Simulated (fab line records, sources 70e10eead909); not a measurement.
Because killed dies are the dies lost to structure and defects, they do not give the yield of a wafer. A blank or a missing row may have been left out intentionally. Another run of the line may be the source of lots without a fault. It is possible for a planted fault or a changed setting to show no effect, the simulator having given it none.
Chamber matching -- flow nand-harc -- pecvd-02 running NHARC_A_M0_DEP_32: 3 sister chambers
The step deposits SiCN, target thk 30 nm. 14 wafers are shown with their chamber, then 7 later ones without.

## WAFERS, EACH WITH ITS CHAMBER
wafer,chamber,showerhead-vpp-V (V),heater-power-w (W),rf-fwd-power-W (W)
L619.1,2,1297,711,446.9
L619.5,0,1203,672,446.7
L619.6,1,1259,603,449.0
L623.1,2,1312,693,449.5
L623.3,1,1266,645,449.1
L623.4,1,1280,654,449.2
L625.2,2,1312,722,447.7
L625.3,1,1246,569,448.7
L625.5,2,1304,733,448.5
L632.3,0,1201,611,447.3
L632.5,1,1281,615,448.0
L632.6,0,1180,608,448.7
L638.1,2,1308,699,447.7
L638.5,0,1188,590,449.6

SIGNATURES (averages over the wafers above)
reading,chamber 0,chamber 1,chamber 2,scatter within a chamber
showerhead-vpp-V,1193.00,1266.40,1306.60,11.2
heater-power-w,620.25,617.20,711.60,29.5
rf-fwd-power-W,448.075,448.800,448.060,0.954
Rule: for each reading, subtract the chamber's mean from the wafer's reading, divide by that reading's scatter and square the result; add these up over the readings and take the root, which gives the wafer's distance from the chamber. The wafer belongs to the nearest chamber; if the next one is less than 2 further off, it can't be placed. The scatter: take each reading less its chamber's mean, square it, sum over the shown wafers, divide by the number of wafers less the number of chambers, and take the root.

## WAFERS MISSING THEIR CHAMBER
wafer,showerhead-vpp-V (V),heater-power-w (W),rf-fwd-power-W (W)
L638.6,1257,649,446.1
L640.2,1308,670,450.0
L640.4,1334,680,450.3
L640.5,1263,557,449.6
L642.2,1186,705,449.3
L642.3,1277,606,450.8
L642.6,1325,637,446.2

## WHICH CHAMBER EACH ONE RAN IN
wafer,from the rows above,in truth
L638.6,1,1
L640.2,can't be placed: 2 or 1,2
L640.4,2,2
L640.5,1,1
L642.2,0,0
L642.3,1,1
L642.6,2,2
Placed correctly: 6 of 7. Cannot be placed on the basis of these rows: 1; the candidates contain the true chamber in 1. Placed wrongly: 0.
